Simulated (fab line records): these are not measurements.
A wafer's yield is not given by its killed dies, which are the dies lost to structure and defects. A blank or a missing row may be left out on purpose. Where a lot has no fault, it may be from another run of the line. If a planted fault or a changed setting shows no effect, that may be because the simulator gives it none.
Chamber matching | flow n5Finfet | N5_BEOL_M12_VIA_ETCH_16 on rieDiel-05: 4 sister chambers
The step etches SiOC in C4F8/O2/Ar, target depth 724.8 nm. 4 wafers are shown with their chamber, then 7 later ones without.

== WAFERS PAIRED WITH THEIR CHAMBERS ==
wafer  | chamber | drypumpMotorCurrentA (A)
L077.6 | 1       | 4.9
L081.3 | 3       | 5.6
L086.1 | 2       | 5.9
L086.2 | 0       | 6.3

== WAFERS WHOSE CHAMBER IS MISSING ==
wafer  | drypumpMotorCurrentA (A)
L086.3 | 4.9
L090.1 | 6.3
L090.2 | 4.9
L090.6 | 6.0
L097.1 | 6.3
L097.4 | 6.3
L097.5 | 6.3

== WHICH CHAMBER EACH ONE RAN IN ==
wafer  | from the rows above | in truth
L086.3 | 1                   | 1
L090.1 | 0                   | 0
L090.2 | 1                   | 1
L090.6 | 2                   | 2
L097.1 | 0                   | 0
L097.4 | 0                   | 0
L097.5 | 0                   | 0
Correct placement for 7 of the 7. Number that these rows cannot place: 0. 0 placed wrongly.
How it was worked out, from the rows above alone: a wafer's distance from a chamber is the root of the sum, over the readings, of the square of ((its reading less the chamber's mean) divided by the reading's scatter). If the next closest chamber is less than 2 further off than the closest, the wafer can't be placed; otherwise it belongs to the closest. A chamber's mean is the mean of its shown wafers. The scatter: root of mean squared gap, hidden wafer to nearest shown wafer, with one shown wafer a chamber.
